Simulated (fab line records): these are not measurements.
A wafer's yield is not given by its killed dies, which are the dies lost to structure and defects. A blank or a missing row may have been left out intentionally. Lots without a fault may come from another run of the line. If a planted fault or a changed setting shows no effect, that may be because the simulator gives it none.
Chamber matching -- flow nand_harc -- rie_diel-12 running NHARC_A_SLIT_ETCH_24: 4 sister chambers
The step etches the open film in CF4/CHF3, target depth 121 nm, time 60.5 s. 4 wafers are shown with their chamber, then 8 later ones without.

WAFERS PAIRED WITH THEIR CHAMBERS
wafer,chamber,drypump_motor_current_A (A)
L083.6,3,4.6
L082.2,0,5.0
L082.4,2,5.8
L089.1,1,5.6

WAFERS WITHOUT THEIR CHAMBER
wafer,drypump_motor_current_A (A)
L089.4,5.7
L089.5,5.7
L096.2,5.8
L096.3,5.0
L096.4,4.6
L097.2,5.6
L097.3,5.8
L097.6,5.6

CHAMBER TAKEN BY EACH
wafer,from the rows above,in truth
L089.4,can't be placed: 2 or 1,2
L089.5,can't be placed: 2 or 1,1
L096.2,2,2
L096.3,0,0
L096.4,3,3
L097.2,1,1
L097.3,2,2
L097.6,1,1
6 of 8 placed correctly. Can't be placed from these rows: 2 (the true chamber is among the candidates in 2). Placed wrongly: 0.
How it was worked out, from the rows above alone: a wafer's distance from a chamber is the root of the sum, over the readings, of the square of ((its reading less the chamber's mean) divided by the reading's scatter). The wafer belongs to the nearest chamber; if the next one is less than 2 further off, it can't be placed. A chamber's mean is the mean of its shown wafers. The scatter: root of mean squared gap, hidden wafer to nearest shown wafer, with one shown wafer a chamber.
